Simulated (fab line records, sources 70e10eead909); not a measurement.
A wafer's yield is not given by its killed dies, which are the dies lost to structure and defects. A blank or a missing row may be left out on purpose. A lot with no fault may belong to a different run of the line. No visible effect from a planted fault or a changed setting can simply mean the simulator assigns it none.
fab line records	flow nand-harc
[record] lots = 24	wafers = 72	last-day = 24
route steps=1159 shown A_STAIRCASE@733 A_SGD_CUT@778 A_SLIT@781 A_WL_FILL@809
lots that met no fault: taken from a fault-free run of the same line
start-h: hours from the record's first day to the start of the lot's first wafer shown	wait-h: hours elapsed since this lot's preceding step	" identical to the entry in the row above	L1.1+2: a single row standing in for several wafers	- either no value or no given start	* or withheld: withheld	< > ~ a bound
route shown NAME@n: a module of which the file shows steps, and the number in the route of the first	usual: average and standard deviation across the fault-free wafers	same: alike in all rows	chamber/n: place in a boat	sites: the reading at each site	_std_site: standard deviation across them	_edge_site: outer sites' mean less inner sites'	radius-mm: for every site, how far away it sits from the centre of the wafer	mask NAME#n: copy n	behind: the most recent tool/chamber to have shaped the wafer	hold: cause of the lot's hold/its duration in hours/its outcome	device: the transistor (n, p or np) that didn't switch	end of line: tests run on the same wafers once the route is complete	a step without rows: its recipe alone	killed: dies that structure and defects cost at the first sort, which is not the same as the wafer's yield	map: dies across one wafer; x = killed, . = not, _ = none there
set.NAME: the setting as run; set.NAME@STEP: as run at that earlier step	model.NAME: the simulator's own value behind a step, which no gauge read
steps of the route over a sample of lots; a table a step, a row a wafer
services: the hour from which a tool's chamber was out of use, counted from the record's first day as start-h (under 0 if before that day), plus the number of hours and why
[[steps]]
[step NHARC_A_STAIRCASE_CMP_450]
[recipe] target-thk-nm = 200	material = SiO2
[usual] motor-current-A = 11.5/1.1
lot.wafer	tool	chamber	start-h	wait-h	motor-current-A
L074.1	cmp-03	3	293.07	-	9.1
L074.2	"	2	"	"	11.7
L074.5	"	3	"	"	9.5
L077.3	cmp-01	3	310.39	-	11.4
L077.4	"	2	"	"	12.2
L077.6	"	0	"	"	13.6
L075.2	cmp-02	2	310.67	-	12.3
L075.3	"	1	"	"	11.8
L075.5	"	2	"	"	11.7
L078.2	cmp-03	3	326.45	-	9.5
L078.3	"	0	"	"	10.5
L078.5	"	1	"	"	11.8
L076.4	cmp-01	2	326.75	-	11.6
L076.2	"	3	"	"	11.3
L076.5	"	2	"	"	11.6
L081.1	cmp-01	1	336.63	-	10.3
L081.2	"	2	"	"	12.3
L081.4	"	0	"	"	13.9
L079.2	cmp-03	2	336.69	-	11.7
L079.3	"	3	"	"	9.3
L079.6	"	2	"	"	11.2
L080.2	cmp-01	2	337.63	-	12.1
L080.4	"	3	"	"	11.1
L080.6	"	1	"	"	11.0
L082.1	cmp-01	1	355.41	-	10.1
L082.3	"	3	"	"	11.3
L082.5	"	1	"	"	10.8
L083.3	cmp-01	2	355.75	-	12.2
L083.1	"	3	"	"	11.0
L083.5	"	1	"	"	11.0
L084.1	cmp-02	3	360.41	-	12.7
L084.2	"	1	"	"	11.6
L084.6	"	3	"	"	13.1
L085.1	cmp-03	1	366.38	-	11.5
L085.4	"	3	"	"	9.7
L085.5	"	0	"	"	9.9
L086.4	cmp-03	2	376.20	-	11.3
L086.1	"	3	"	"	9.8
L086.6	"	0	"	"	10.1
L087.2	cmp-01	1	376.85	-	10.6
L087.4	"	3	"	"	10.4
L087.5	"	1	"	"	11.2
L090.1	cmp-03	1	396.95	-	11.5
L090.3	"	2	"	"	11.3
L090.6	"	3	"	"	9.8
L088.3	cmp-01	0	397.50	-	13.6
L088.2	"	1	"	"	10.7
L088.6	"	3	"	"	10.8
L091.4	cmp-02	1	402.11	-	11.4
L091.1	"	0	"	"	10.6
L091.6	"	1	"	"	11.1
L089.2	cmp-02	1	402.91	-	11.3
L089.1	"	2	"	"	11.7
L089.5	"	0	"	"	10.9
L093.1	cmp-01	1	403.19	-	10.7
L093.2	"	2	"	"	12.2
L093.6	"	0	"	"	13.9
L092.4	cmp-02	3	417.43	-	12.8
L092.3	"	0	"	"	10.8
L092.1	"	2	"	"	12.4
L097.4	cmp-03	3	433.37	-	10.0
L097.2	"	2	"	"	11.6
L097.6	"	3	"	"	9.8
L094.1	cmp-01	3	433.49	-	10.9
L094.4	"	0	"	"	13.2
L094.6	"	0	"	"	13.4
L096.4	cmp-02	1	433.67	-	11.9
L096.2	"	3	"	"	12.6
L096.5	"	1	"	"	11.4
L095.1	cmp-01	2	445.62	-	12.1
L095.3	"	1	"	"	10.9
L095.6	"	3	"	"	11.6
[step NHARC_A_STAIRCASE_ETCHBACK_157]
[recipe] target-depth-a = 900	over-etch-frac = 0.3	time-s = 167.14	ion-energy-ev = 120	ch3f-flow-sccm = 50	o2-flow-sccm = 30	ar-flow-sccm = 200	rf-w = 500	bias-w = 100	chemistry = CH3F/O2
[usual] drypump-motor-current-A = 5.8/0.53	oes-product-au = 0.97/0.036	rf-vpp-V = 244.2/2	showerhead-plenum-p-Torr = 2.45/0.13	throttle-valve-pct = 20.664/0.0086
lot.wafer	tool	chamber	start-h	wait-h	drypump-motor-current-A	oes-product-au	rf-hours-counter-h	rf-vpp-V	showerhead-plenum-p-Torr	throttle-valve-pct
L074.1	rie-diel-05	0	294.00	0.2	4.7	0.97	46	244.2	2.43	20.656
L074.2	"	1	"	"	5.7	0.97	49	243.8	2.42	20.665
L074.5	"	0	"	"	4.8	0.97	-	244.0	2.43	20.674
L077.4	rie-diel-12	0	311.29	0.2	6.1	0.93	32	246.5	2.55	20.652
L077.3	"	3	"	"	5.5	0.94	32	245.5	2.54	20.662
L077.6	"	0	"	"	6.1	0.91	-	244.9	2.55	20.656
L075.2	rie-diel-11	0	311.56	0.2	5.8	0.99	44	241.6	2.34	20.673
L075.3	"	1	"	"	5.7	1.01	48	248.0	2.62	20.667
L075.5	"	0	"	"	5.8	0.99	-	244.0	2.34	20.662
L078.2	rie-diel-12	0	327.36	0.2	6.1	0.96	35	244.2	2.55	20.654
L078.3	"	1	"	"	5.9	0.93	36	248.1	2.65	20.665
L078.5	"	0	"	"	6.1	0.97	-	246.5	2.55	20.650
L076.2	rie-diel-05	1	327.69	0.2	5.7	0.93	58	243.0	2.42	20.667
L076.4	"	2	"	"	6.1	0.91	60	242.5	2.34	20.660
L076.5	"	3	"	"	6.5	0.94	-	242.0	2.29	20.673
L081.4	rie-diel-11	3	337.52	0.2	6.6	0.93	55	241.0	2.30	20.654
L081.2	"	0	"	"	5.8	0.92	52	242.4	2.33	20.657
L081.1	"	2	"	"	6.1	0.92	56	247.4	2.64	20.670
L079.3	rie-diel-05	3	337.67	0.2	6.5	0.94	60	241.0	2.28	20.665
L079.2	"	2	"	"	6.1	0.91	65	241.6	2.34	20.657
L079.6	"	0	"	"	4.7	0.92	-	243.2	2.42	20.668
L080.2	rie-diel-05	2	338.54	0.2	6.1	0.91	65	243.9	2.34	20.680
L080.4	"	0	"	"	4.7	0.93	60	243.2	2.42	20.654
L080.6	"	2	"	"	6.1	0.91	-	241.8	2.34	20.677
L082.1	rie-diel-05	2	356.38	0.2	6.2	0.96	2	242.8	2.34	20.668
L082.3	"	3	"	"	6.5	0.99	2	248.7	2.66	20.667
L082.5	"	1	"	"	5.7	1.01	-	242.6	2.42	20.654
L083.1	rie-diel-12	0	356.66	0.2	6.1	0.92	48	245.3	2.55	20.664
L083.3	"	1	"	"	6.0	0.94	49	248.0	2.64	20.652
L083.5	"	3	"	"	5.6	0.97	-	245.4	2.53	20.656
L084.1	rie-diel-11	3	361.28	0.1	6.7	0.92	65	242.3	2.30	20.664
L084.2	"	1	"	"	5.7	0.94	66	244.4	2.61	20.658
L084.6	"	0	"	"	5.8	0.93	-	241.6	2.33	20.652
L085.1	rie-diel-05	2	367.43	0.2	6.1	0.97	5	243.6	2.33	20.653
L085.4	"	0	"	"	4.8	1.01	5	243.9	2.42	20.663
L085.5	"	2	"	"	6.1	0.98	-	242.5	2.34	20.663
L086.1	rie-diel-05	1	377.06	0.1	5.7	1.00	10	245.3	2.41	20.673
L086.4	"	2	"	"	6.1	0.95	10	242.9	2.33	20.670
L086.6	"	2	"	"	6.1	0.95	-	243.8	2.33	20.648
L087.4	rie-diel-05	1	377.76	0.2	5.7	0.98	10	243.3	2.41	20.664
L087.2	"	2	"	"	6.1	0.93	10	241.9	2.33	20.657
L087.5	"	1	"	"	5.7	0.98	-	244.0	2.41	20.665
L090.3	rie-diel-05	2	397.86	0.2	6.2	0.91	18	242.8	2.33	20.673
L090.1	"	3	"	"	6.5	0.93	18	247.8	2.65	20.675
L090.6	"	0	"	"	4.8	0.94	-	244.1	2.42	20.661
L088.3	rie-diel-05	1	398.53	0.3	5.7	1.01	18	243.9	2.41	20.659
L088.2	"	2	"	"	6.2	0.99	18	243.6	2.33	20.652
L088.6	"	3	"	"	6.5	1.01	-	245.9	2.65	20.665
L091.4	rie-diel-05	2	403.05	0.1	6.1	0.90	22	241.5	2.33	20.668
L091.1	"	0	"	"	4.8	0.94	19	244.1	2.42	20.652
L091.6	"	3	"	"	6.5	0.93	-	246.3	2.65	20.664
L089.2	rie-diel-12	0	403.78	0.2	6.1	0.99	9	245.4	2.54	20.654
L089.1	"	1	"	"	6.0	1.00	9	247.2	2.63	20.642
L089.5	"	0	"	"	6.1	0.99	-	245.0	2.54	20.657
L093.2	rie-diel-11	2	404.08	0.1	6.1	1.01	10	245.7	2.63	20.661
L093.1	"	1	"	"	5.7	1.02	9	246.7	2.61	20.661
L093.6	"	2	"	"	6.1	0.99	-	247.0	2.63	20.685
L092.1	rie-diel-11	3	418.33	0.1	6.6	1.01	13	241.0	2.29	20.683
L092.3	"	0	"	"	5.8	0.98	13	241.5	2.33	20.658
L092.4	"	2	"	"	6.1	1.01	13	246.1	2.63	20.667
L097.4	rie-diel-11	1	434.26	0.1	5.7	0.95	18	245.8	2.60	20.662
L097.2	"	3	"	"	6.6	0.94	21	242.2	2.29	20.677
L097.6	"	2	"	"	6.1	0.94	-	245.9	2.62	20.671
L094.1	rie-diel-11	1	434.38	0.2	5.7	1.02	18	247.2	2.60	20.661
L094.4	"	2	"	"	6.1	1.00	20	245.7	2.62	20.660
L094.6	"	1	"	"	5.7	1.00	-	246.2	2.60	20.683
L096.2	rie-diel-12	2	434.57	0.1	5.3	1.02	17	241.8	2.31	20.646
L096.4	"	3	"	"	5.5	0.99	17	245.6	2.52	20.667
L096.5	"	1	"	"	6.0	0.99	-	246.7	2.63	20.671
L095.3	rie-diel-05	1	446.51	0.2	5.7	1.00	36	244.3	2.40	20.665
L095.1	"	3	"	"	6.5	0.98	40	247.6	2.64	20.681
L095.6	"	2	"	"	6.1	0.97	-	242.0	2.32	20.656
[step NHARC_A_SGD_CUT_INSPECT_25]
[usual] raw-defect-count = 295/76
lot.wafer	tool	chamber	start-h	wait-h	raw-defect-count
L074.1	defect-inspect-01	-	302.25	-	396
L074.2	"	-	"	"	325
L074.5	"	-	"	"	299
L075.2	defect-inspect-01	-	321.02	-	199
L075.3	"	-	"	"	214
L075.5	"	-	"	"	241
L077.3	defect-inspect-01	-	321.09	-	475
L077.4	"	-	"	"	264
L077.6	"	-	"	"	203
L076.2	defect-inspect-01	-	335.88	-	236
L076.4	"	-	"	"	183
L076.5	"	-	"	"	224
L078.2	defect-inspect-01	-	335.97	-	234
L078.3	"	-	"	"	165
L078.5	"	-	"	"	189
L080.2	defect-inspect-01	-	345.94	-	451
L080.4	"	-	"	"	410
L080.6	"	-	"	"	338
L079.2	defect-inspect-01	-	345.95	-	416
L079.3	"	-	"	"	327
L079.6	"	-	"	"	213
L081.1	defect-inspect-01	-	345.99	-	145
L081.2	"	-	"	"	233
L081.4	"	-	"	"	310
L082.1	defect-inspect-02	-	364.55	-	255
L082.3	"	-	"	"	216
L082.5	"	-	"	"	220
L083.1	defect-inspect-01	-	364.55	-	319
L083.3	"	-	"	"	258
L083.5	"	-	"	"	346
L084.1	defect-inspect-02	-	369.64	-	252
L084.2	"	-	"	"	235
L084.6	"	-	"	"	306
L085.1	defect-inspect-01	-	375.70	-	236
L085.4	"	-	"	"	216
L085.5	"	-	"	"	361
L087.2	defect-inspect-02	-	385.37	-	215
L087.4	"	-	"	"	261
L087.5	"	-	"	"	294
L086.1	defect-inspect-01	-	385.82	-	583
L086.4	"	-	"	"	444
L086.6	"	-	"	"	361
L090.1	defect-inspect-01	-	405.90	-	263
L090.3	"	-	"	"	245
L090.6	"	-	"	"	239
L088.2	defect-inspect-02	-	406.08	-	307
L088.3	"	-	"	"	306
L088.6	"	-	"	"	326
L091.1	defect-inspect-02	-	412.00	-	222
L091.4	"	-	"	"	295
L091.6	"	-	"	"	288
L093.1	defect-inspect-01	-	412.00	-	277
L093.2	"	-	"	"	153
L093.6	"	-	"	"	233
L089.1	defect-inspect-01	-	412.01	-	296
L089.2	"	-	"	"	228
L089.5	"	-	"	"	277
L092.1	defect-inspect-01	-	426.89	-	392
L092.3	"	-	"	"	386
L092.4	"	-	"	"	332
L094.1	defect-inspect-02	-	442.64	-	308
L094.4	"	-	"	"	294
L094.6	"	-	"	"	244
L097.2	defect-inspect-01	-	442.64	-	276
L097.4	"	-	"	"	201
L097.6	"	-	"	"	332
L096.2	defect-inspect-02	-	442.65	-	407
L096.4	"	-	"	"	310
L096.5	"	-	"	"	229
L095.1	defect-inspect-01	-	456.22	-	302
L095.3	"	-	"	"	325
L095.6	"	-	"	"	334
[step NHARC_A_SLIT_DEP_23]
[recipe] target-thk-a = 1000	target-thk-nm = 100	temp-c = 400	pressure-torr = 3.5	flow-sccm = 200	rf-w = 350	material = SiON
[usual] heater-power-w = 747/120
lot.wafer	tool	chamber	start-h	wait-h	heater-power-w
L074.1	pecvd-01	0	311.41	1.6	772
L074.2	"	2	"	"	595
L074.5	"	2	"	"	600
L075.3	pecvd-04	2	324.75	1.0	616
L075.2	"	1	"	"	980
L075.5	"	1	"	"	979
L077.3	pecvd-01	1	325.24	1.1	655
L077.6	"	2	"	"	540
L077.4	"	0	"	"	938
L076.2	pecvd-01	2	339.70	1.4	590
L076.4	"	1	"	"	621
L076.5	"	2	"	"	594
L078.2	pecvd-04	2	339.78	1.3	646
L078.3	"	1	"	"	927
L078.5	"	2	"	"	635
L080.2	pecvd-02	0	348.46	1.5	856
L080.6	"	2	"	"	830
L080.4	"	0	"	"	834
L079.2	pecvd-04	0	348.62	1.6	745
L079.3	"	0	"	"	778
L079.6	"	0	"	"	765
L081.1	pecvd-01	2	348.62	1.7	555
L081.2	"	0	"	"	927
L081.4	"	2	"	"	583
L082.3	pecvd-01	1	366.95	1.0	686
L082.1	"	2	"	"	541
L082.5	"	0	"	"	846
L083.1	pecvd-01	0	367.35	1.7	835
L083.3	"	2	"	"	622
L083.5	"	2	"	"	632
L084.1	pecvd-04	1	372.08	1.7	921
L084.2	"	2	"	"	596
L084.6	"	2	"	"	620
L085.1	pecvd-02	1	378.38	1.7	714
L085.5	"	1	"	"	732
L085.4	"	2	"	"	869
L087.2	pecvd-02	1	387.92	1.3	754
L087.5	"	2	"	"	930
L087.4	"	0	"	"	844
L086.1	pecvd-01	1	388.26	1.7	683
L086.6	"	2	"	"	625
L086.4	"	0	"	"	920
L090.3	pecvd-04	2	409.97	1.0	623
L090.1	"	1	"	"	819
L090.6	"	1	"	"	814
L088.3	pecvd-04	1	410.63	1.0	751
L088.2	"	0	"	"	761
L088.6	"	1	"	"	757
L093.1	pecvd-04	0	414.52	1.7	751
L093.2	"	1	"	"	855
L093.6	"	2	"	"	702
L091.1	pecvd-02	0	415.32	1.6	827
L091.6	"	2	"	"	889
L091.4	"	1	"	"	772
L089.1	pecvd-01	0	416.52	1.7	902
L089.2	"	1	"	"	633
L089.5	"	2	"	"	580
L092.1	pecvd-04	0	429.89	1.7	713
L092.3	"	2	"	"	627
L092.4	"	0	"	"	713
L096.2	pecvd-01	2	445.17	1.4	680
L096.5	"	0	"	"	887
L096.4	"	1	"	"	684
L097.2	pecvd-04	0	445.32	1.4	734
L097.6	"	1	"	"	836
L097.4	"	0	"	"	736
L094.1	pecvd-04	1	446.18	1.7	892
L094.4	"	0	"	"	803
L094.6	"	1	"	"	897
L095.3	pecvd-01	2	459.90	1.0	623
L095.1	"	1	"	"	651
L095.6	"	2	"	"	617
[step NHARC_A_SLIT_DESCUM_14]
[recipe] time-s = 3	o2-flow-sccm = 200	ar-flow-sccm = 0	bias-power-w = 0	chemistry = O2
[usual] drypump-motor-current-A = 5.9/0.47	oes-product-au = 0.997/0.016	rf-vpp-V = 57.9/0.87	showerhead-plenum-p-Torr = 1.93/0.094	throttle-valve-pct = 11.312/0.0087
lot.wafer	tool	chamber	start-h	wait-h	drypump-motor-current-A	oes-product-au	rf-hours-counter-h	rf-vpp-V	showerhead-plenum-p-Torr	throttle-valve-pct
L074.1	rie-diel-13	0	312.25	0.1	5.4	0.986	2	57.9	1.96	11.317
L074.2	"	1	"	"	6.3	1.006	2	60.0	2.05	11.320
L074.5	"	0	"	"	5.4	0.989	-	58.6	1.96	11.304
L075.3	rie-diel-13	2	325.68	0.1	5.5	0.999	2	59.0	2.05	11.304
L075.2	"	3	"	"	6.2	0.981	2	57.5	1.81	11.312
L075.5	"	1	"	"	6.3	0.998	-	57.9	2.05	11.311
L077.3	rie-diel-07	1	326.07	0.1	6.7	1.010	8	59.0	1.90	11.318
L077.4	"	2	"	"	5.3	1.038	8	57.7	1.97	11.323
L077.6	"	1	"	"	6.7	1.004	-	57.1	1.90	11.298
L076.4	rie-diel-13	1	340.54	0.1	6.3	0.996	4	57.6	2.05	11.318
L076.2	"	3	"	"	6.2	0.974	3	56.3	1.81	11.296
L076.5	"	1	"	"	6.3	1.000	-	59.3	2.05	11.316
L078.3	rie-diel-10	1	340.70	0.1	5.3	0.984	10	57.8	1.97	11.317
L078.2	"	3	"	"	6.6	1.003	12	56.0	1.87	11.318
L078.5	"	0	"	"	6.0	0.973	-	57.3	1.81	11.307
L080.2	rie-diel-07	2	349.30	0.1	5.3	1.040	9	59.0	1.97	11.301
L080.4	"	0	"	"	6.3	1.001	10	57.5	1.79	11.325
L080.6	"	1	"	"	6.6	1.013	-	57.6	1.90	11.328
L081.4	rie-diel-13	2	349.49	0.1	5.4	0.991	4	59.6	2.04	11.311
L081.1	"	0	"	"	5.4	0.972	4	58.1	1.96	11.315
L081.2	"	1	"	"	6.3	0.999	5	59.1	2.05	11.311
L079.3	rie-diel-13	2	349.64	0.1	5.4	0.987	4	58.5	2.04	11.313
L079.2	"	3	"	"	6.2	0.982	4	57.4	1.80	11.310
L079.6	"	3	"	"	6.2	0.984	-	57.0	1.80	11.321
L082.3	rie-diel-10	3	367.69	0.1	6.6	1.022	0	57.9	1.87	11.321
L082.1	"	1	"	"	5.2	1.002	1	57.5	1.97	11.304
L082.5	"	0	"	"	6.0	0.986	-	58.1	1.81	11.318
L083.1	rie-diel-13	1	368.23	0.1	6.3	1.003	7	58.0	2.05	11.320
L083.3	"	2	"	"	5.5	1.007	5	58.1	2.04	11.313
L083.5	"	0	"	"	5.4	0.979	-	57.9	1.96	11.307
L084.2	rie-diel-07	1	372.79	0.1	6.6	0.993	10	57.5	1.90	11.332
L084.1	"	0	"	"	6.2	1.002	11	55.7	1.79	11.303
L084.6	"	1	"	"	6.6	0.991	-	57.5	1.90	11.308
L085.1	rie-diel-07	3	379.23	0.1	6.2	0.972	10	59.1	1.92	11.306
L085.4	"	0	"	"	6.3	1.013	12	57.3	1.79	11.307
L085.5	"	3	"	"	6.2	0.975	-	58.2	1.92	11.306
L087.4	rie-diel-10	0	388.78	0.1	6.0	0.994	2	57.0	1.81	11.306
L087.2	"	2	"	"	5.9	0.988	1	58.5	2.04	11.322
L087.5	"	1	"	"	5.2	0.998	-	58.1	1.97	11.333
L086.4	rie-diel-13	2	389.07	0.1	5.5	1.005	8	58.1	2.04	11.309
L086.1	"	3	"	"	6.1	0.987	7	58.3	1.80	11.295
L086.6	"	3	"	"	6.1	0.998	-	57.9	1.80	11.310
L090.1	rie-diel-10	3	410.84	0.1	6.6	1.023	3	57.9	1.87	11.307
L090.3	"	2	"	"	5.8	0.998	3	58.5	2.04	11.337
L090.6	"	3	"	"	6.6	1.016	-	58.5	1.87	11.304
L088.2	rie-diel-13	3	411.49	0.1	6.1	0.994	9	56.4	1.80	11.294
L088.3	"	0	"	"	5.4	0.981	9	58.4	1.96	11.311
L088.6	"	0	"	"	5.4	0.979	-	59.4	1.96	11.317
L093.2	rie-diel-10	0	416.16	0.1	6.0	1.005	4	58.5	1.81	11.303
L093.1	"	1	"	"	5.2	1.013	4	57.5	1.97	11.311
L093.6	"	0	"	"	6.0	1.004	-	55.8	1.81	11.297
L091.4	rie-diel-13	3	416.20	0.1	6.2	0.992	9	57.6	1.80	11.328
L091.1	"	0	"	"	5.4	0.985	9	58.2	1.96	11.307
L091.6	"	3	"	"	6.2	0.995	-	58.4	1.80	11.302
L089.1	rie-diel-07	2	417.37	0.1	5.3	1.040	0	57.3	1.97	11.324
L089.2	"	1	"	"	6.6	0.980	0	58.7	1.90	11.318
L089.5	"	2	"	"	5.3	1.030	-	56.7	1.97	11.313
L092.1	rie-diel-13	2	430.79	0.1	5.4	1.006	10	58.5	2.04	11.291
L092.3	"	3	"	"	6.2	0.987	10	58.1	1.80	11.325
L092.4	"	1	"	"	6.3	0.992	11	58.2	2.05	11.321
L096.4	rie-diel-13	0	445.98	0.1	5.4	0.981	11	58.6	1.96	11.299
L096.2	"	2	"	"	5.5	1.005	11	59.6	2.04	11.322
L096.5	"	0	"	"	5.4	0.982	-	57.6	1.96	11.319
L097.4	rie-diel-13	3	446.13	0.1	6.2	0.994	11	57.5	1.80	11.301
L097.2	"	0	"	"	5.4	0.979	11	59.3	1.96	11.304
L097.6	"	3	"	"	6.2	0.997	-	57.8	1.80	11.325
L094.4	rie-diel-10	2	446.91	0.1	5.9	1.004	5	59.8	2.04	11.313
L094.1	"	0	"	"	6.0	0.989	6	56.9	1.81	11.300
L094.6	"	1	"	"	5.2	1.011	-	58.9	1.97	11.323
L095.3	rie-diel-07	1	460.65	0.1	6.6	0.977	3	56.6	1.90	11.313
L095.1	"	3	"	"	6.2	0.979	4	58.3	1.92	11.305
L095.6	"	0	"	"	6.2	1.012	-	56.0	1.79	11.309
[step NHARC_A_WL_FILL_ALD_00]
[recipe] target-thk-a = 30	pulse-time-s = 3	ald-cycles = 30	temp-c = 300	material = Al2O3
[usual] heater-power-w = 433/51	precursor-pulse-height-rel = 1.003/0.018
lot.wafer	tool	chamber	start-h	wait-h	heater-power-w	precursor-pulse-height-rel
L074.2	ald-hk-01	0	331.47	0.1	383	1.000
L074.1	"	2	"	"	462	0.998
L074.5	"	0	"	"	381	1.013
L075.2	ald-hk-02	0	339.01	0.1	390	0.974
L075.3	"	3	"	"	384	0.998
L075.5	"	0	"	"	383	0.982
L077.4	ald-hk-01	3	339.06	0.1	468	0.971
L077.3	"	0	"	"	392	1.009
L077.6	"	3	"	"	459	1.000
L078.2	ald-hk-01	0	353.52	0.9	395	1.011
L078.3	"	2	"	"	458	1.021
L078.5	"	1	"	"	421	1.011
L076.4	ald-hk-01	3	353.69	1.1	463	1.034
L076.2	"	0	"	"	388	0.990
L076.5	"	3	"	"	458	1.039
L080.2	ald-hk-02	1	360.49	0.1	544	1.020
L080.4	"	2	"	"	389	0.987
L080.6	"	0	"	"	390	0.994
L079.3	ald-hk-02	2	360.59	0.2	406	0.986
L079.2	"	3	"	"	391	1.026
L079.6	"	2	"	"	398	0.992
L081.4	ald-hk-04	1	360.75	0.4	463	1.027
L081.2	"	3	"	"	511	1.023
L081.1	"	0	"	"	486	1.006
L082.3	ald-hk-02	1	380.42	0.1	532	1.006
L082.1	"	2	"	"	401	1.040
L082.5	"	3	"	"	380	1.008
L083.1	ald-hk-04	3	380.48	0.2	527	0.980
L083.3	"	2	"	"	361	1.012
L083.5	"	0	"	"	457	0.977
L084.1	ald-hk-01	1	384.02	0.1	428	1.007
L084.2	"	2	"	"	460	1.016
L084.6	"	3	"	"	451	0.988
L085.4	ald-hk-02	0	390.46	0.1	384	1.016
L085.1	"	2	"	"	411	1.016
L085.5	"	0	"	"	393	1.022
L086.1	ald-hk-04	2	399.98	0.1	360	1.008
L086.4	"	0	"	"	467	1.004
L086.6	"	3	"	"	539	1.000
L087.2	ald-hk-04	3	400.15	0.2	534	0.968
L087.4	"	2	"	"	355	0.980
L087.5	"	3	"	"	528	0.979
L088.3	ald-hk-01	2	422.10	0.1	471	1.005
L088.2	"	3	"	"	455	1.005
L088.6	"	1	"	"	421	1.005
L090.1	ald-hk-02	1	422.13	0.1	528	0.989
L090.3	"	2	"	"	409	0.961
L090.6	"	0	"	"	383	1.014
L089.2	ald-hk-01	1	427.35	0.1	426	1.025
L089.1	"	2	"	"	466	1.003
L089.5	"	2	"	"	469	1.018
L093.2	ald-hk-02	3	427.35	0.1	383	1.016
L093.1	"	1	"	"	540	0.987
L093.6	"	3	"	"	390	0.993
L091.1	ald-hk-02	2	427.49	0.2	400	1.003
L091.4	"	1	"	"	538	1.022
L091.6	"	2	"	"	412	1.003
L092.1	ald-hk-01	1	444.51	2.6	412	0.983
L092.3	"	2	"	"	479	1.006
L092.4	"	0	"	"	385	1.020
L094.1	ald-hk-02	1	457.21	0.1	540	0.997
L094.4	"	0	"	"	389	1.041
L094.6	"	2	"	"	410	0.987
L096.4	ald-hk-01	2	457.24	0.1	472	0.987
L096.2	"	0	"	"	383	0.971
L096.5	"	1	"	"	427	1.006
L097.2	ald-hk-01	1	457.38	0.2	408	1.015
L097.4	"	2	"	"	464	1.001
L097.6	"	1	"	"	423	0.972
L095.3	ald-hk-01	3	472.85	1.9	470	0.995
L095.1	"	0	"	"	392	0.976
L095.6	"	1	"	"	415	1.031
[[services]]
tool	chamber	start-h	hours	kind
cmp-01	-	270.42	0.3	repair
cmp-01	-	274.99	7.4	repair
rie-diel-13	-	276.00	9.0	pm
ald-hk-02	-	280.00	10.0	pm
pecvd-01	-	290.37	2.0	repair
pecvd-01	1	297.26	19.5	repair
cmp-01	-	325.82	0.9	repair
rie-diel-13	-	338.46	0.8	repair
rie-diel-05	-	340.65	9.0	pm
pecvd-04	2	348.54	4.4	repair
cmp-03	-	352.13	4.0	pm
rie-diel-11	-	366.55	9.0	pm
rie-diel-05	0	372.58	1.2	repair
pecvd-04	-	376.03	13.0	pm
cmp-01	-	380.36	4.0	pm
rie-diel-13	0	395.96	3.3	repair
pecvd-04	0	397.12	12.1	repair
ald-hk-01	-	409.34	10.0	pm
pecvd-01	-	418.05	13.0	pm
pecvd-04	1	423.40	20.0	repair
pecvd-04	-	438.43	3.3	repair
rie-diel-13	-	453.00	9.0	pm
ald-hk-02	-	458.77	10.0	pm
rie-diel-13	1	464.85	20.2	repair
[[key]]
fault none
